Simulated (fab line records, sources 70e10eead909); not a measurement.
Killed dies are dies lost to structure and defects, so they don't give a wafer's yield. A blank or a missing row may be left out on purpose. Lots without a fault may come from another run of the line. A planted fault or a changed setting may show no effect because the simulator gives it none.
Which tool did it? | flow nand_harc | 6 lots, 18 wafers sampled, at 5 steps of a route of 1302

WHAT THE GAUGES READ, wafer by wafer
NHARC_END_SORT_01.
lot | measured | on | killed_at_array

WHICH TOOL RAN EACH LOT (tool, then ch and the chambers of the sampled wafers, then the start)
lot  | NHARC_A_CONTACT_DEP_85          | NHARC_THIN_TSV_DESCUM_14           | NHARC_THIN_TSV_ETCHBACK_48         | NHARC_THIN_TSV_PVD_19
L618 | pecvd-04 ch 1,2, day 23 11:29   | rie_diel-07 ch 0,1,2, day 25 12:29 | rie_diel-11 ch 0,1,2, day 25 14:37 | pvd_sputter-03, no start
L620 | pecvd-04 ch 0,1,2, day 24 01:16 | rie_diel-02 ch 1,2,3, day 25 23:13 | rie_diel-02 ch 0,1,2, day 26 01:18 | pvd_sputter-03, no start
L626 | pecvd-04 ch 0,1, day 26 23:02   | rie_diel-02 ch 1,3, day 28 10:42   | rie_diel-02 ch 0,3, day 28 13:02   | pvd_sputter-01, no start
L632 | pecvd-03 ch 0,2, day 29 04:41   | rie_diel-02 ch 0,1,3, day 30 19:29 | rie_diel-02 ch 1,3, day 30 21:43   | pvd_sputter-01, no start
L639 | pecvd-04 ch 0,1,2, day 32 02:08 | rie_diel-07 ch 0,1, day 33 13:30   | rie_diel-11 ch 1,2,3, day 33 15:37 | pvd_sputter-02, no start
L636 | pecvd-04 ch 1,2, day 32 06:50   | rie_diel-07 ch 0,1,2, day 33 18:05 | rie_diel-07 ch 0,1,2, day 33 20:29 | pvd_sputter-02, no start
- NHARC_A_CONTACT_DEP_85: deposits SiON, target thk 60 nm.
- NHARC_THIN_TSV_DESCUM_14: chemistry O2, time 3 s.
- NHARC_THIN_TSV_ETCHBACK_48: etches the open film in C4F8/Ar, target depth 1028.5 nm, time 405.17 s.
- NHARC_THIN_TSV_PVD_19: deposits TaN, target thk 20 nm.

THE ANSWER, worked out from the rows above alone
Rule: what is usual is taken from the lots themselves. Put in order of their means at a reading, lots are off if they are a third of the lots or fewer, leave a main group of 4 or more, and stand apart from it by a gap of 3 or more times the standard deviation of the main group's means; of several such gaps the widest counts. A main group whose means are all the same, to the digits that the tables above print for the reading, isn't used. A lot without any number at a reading at which 4 lots or more have one is off too. The other lots that the step has rows for count as sound.
No lot is off at any reading shown: from this, nothing can be told.

WHAT THE SIMULATOR HAD PUT IN
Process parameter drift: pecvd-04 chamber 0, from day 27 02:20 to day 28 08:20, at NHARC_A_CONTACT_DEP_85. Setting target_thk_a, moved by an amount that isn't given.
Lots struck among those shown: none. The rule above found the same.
